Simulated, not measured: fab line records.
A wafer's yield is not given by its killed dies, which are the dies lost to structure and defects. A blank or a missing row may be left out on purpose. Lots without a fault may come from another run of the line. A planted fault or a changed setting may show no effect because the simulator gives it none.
The tool behind it: which one?    flow nand_harc    18 wafers from 6 lots sampled at 2 of the route's 1159 steps

## WHAT THE GAUGES SHOWED, per wafer
NHARC_P_ZERO_WELL_CD_MEAS_24: target cd 720 nm.
lot   measured     on         cd_nm (nm)
L751  day 2 14:29  cd_sem-01  721.3 720.2 718.9
L753  day 3 02:35  cd_sem-03  - - -
L763  day 5 14:36  cd_sem-02  721.3 723.4 720.9
L765  day 6 02:39  cd_sem-01  717.6 717.6 720.0
L767  day 6 14:32  cd_sem-01  720.4 723.1 722.3
L769  day 7 02:29  cd_sem-01  719.0 720.4 720.4

## EACH LOT AND THE TOOL THAT RAN IT (in order: tool; ch and the chambers of the sampled wafers; start)
lot   NHARC_P_ZERO_WELL_EXPOSE_21
L751  krf_scanner-03 ch 0, day 2 14:19
L753  krf_scanner-03 ch 0, day 3 02:26
L763  krf_scanner-02 ch 0, day 5 14:26
L765  krf_scanner-02 ch 0, day 6 02:29
L767  krf_scanner-01 ch 0, day 6 14:23
L769  krf_scanner-01 ch 0, day 7 02:20
- NHARC_P_ZERO_WELL_EXPOSE_21: exposes mask P NWELL, target cd 720 nm.

## THE ANSWER, worked out from the rows above alone
Rule: the lots themselves supply what counts as usual. Put in order of their means at a reading, lots are off if they are a third of the lots or fewer, leave a main group of 4 or more, and stand apart from it by a gap of 3 or more times the standard deviation of the main group's means; of several such gaps the widest counts. If all means in a main group match to the digits the tables above print for the reading, that group is not used. Also off: a lot with no number at a reading for which 4 or more lots have one. All remaining lots with rows at the step are treated as sound.
Off, at NHARC_P_ZERO_WELL_CD_MEAS_24 on cd_nm: L753. Without a number there: L753. Mean 720.5 nm and standard deviation 1.3 in the main group.
If a tool, at a process step before that reading, ran all the lots that are off and no sound lot after the first of them, it fits. The gauges at NHARC_P_ZERO_WELL_CD_MEAS_24 are tried like those tools. This does not decide it: 2 tools fit, namely krf_scanner-03 at NHARC_P_ZERO_WELL_EXPOSE_21 and cd_sem-03 at NHARC_P_ZERO_WELL_CD_MEAS_24.

## WHAT THE SIMULATOR HAD PUT IN
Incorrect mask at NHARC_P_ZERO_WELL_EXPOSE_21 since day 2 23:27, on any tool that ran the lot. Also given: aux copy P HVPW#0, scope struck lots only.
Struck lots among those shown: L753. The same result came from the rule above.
